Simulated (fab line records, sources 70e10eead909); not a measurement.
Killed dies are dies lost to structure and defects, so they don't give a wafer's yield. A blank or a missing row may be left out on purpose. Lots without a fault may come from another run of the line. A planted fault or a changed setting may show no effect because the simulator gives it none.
Chamber matching | flow nand_harc | NHARC_P_M2_CMP_23 on cmp-04: 4 sister chambers
The step polishes, t overpolish 20 s, target thk 144.3 nm. 4 wafers are shown with their chamber, then 7 later ones without.

WAFERS WITH THEIR CHAMBER
wafer  | chamber | motor_current_A (A)
L931.2 | 0       | 10.4
L931.4 | 3       | 11.7
L935.4 | 1       | 13.4
L935.5 | 2       | 11.8

WAFERS WITHOUT THEIR CHAMBER
wafer  | motor_current_A (A)
L935.6 | 11.3
L940.1 | 12.1
L940.3 | 14.6
L940.5 | 14.7
L941.1 | 14.6
L941.2 | 10.0
L941.5 | 11.5

WHICH CHAMBER EACH WENT THROUGH
wafer  | from the rows above               | in truth
L935.6 | can't be placed: 3 or 2 or 0      | 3
L940.1 | can't be placed: 2 or 3 or 1 or 0 | 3
L940.3 | can't be placed: 1 or 2           | 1
L940.5 | can't be placed: 1 or 2           | 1
L941.1 | can't be placed: 1 or 2           | 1
L941.2 | can't be placed: 0 or 3 or 2      | 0
L941.5 | can't be placed: 3 or 2 or 0      | 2
Placed correctly: 0 of 7. Can't be placed from these rows: 7 (the true chamber is among the candidates in 7). Placed wrongly: 0.
How it was worked out, from the rows above alone: a wafer's distance from a chamber is the root of the sum, over the readings, of the square of ((its reading less the chamber's mean) divided by the reading's scatter). The wafer belongs to the nearest chamber; if the next one is less than 2 further off, it can't be placed. A chamber's mean is the mean of its shown wafers. The scatter: with one shown wafer a chamber, the root of the mean of the squares of how far each hidden wafer lies from its nearest shown one.
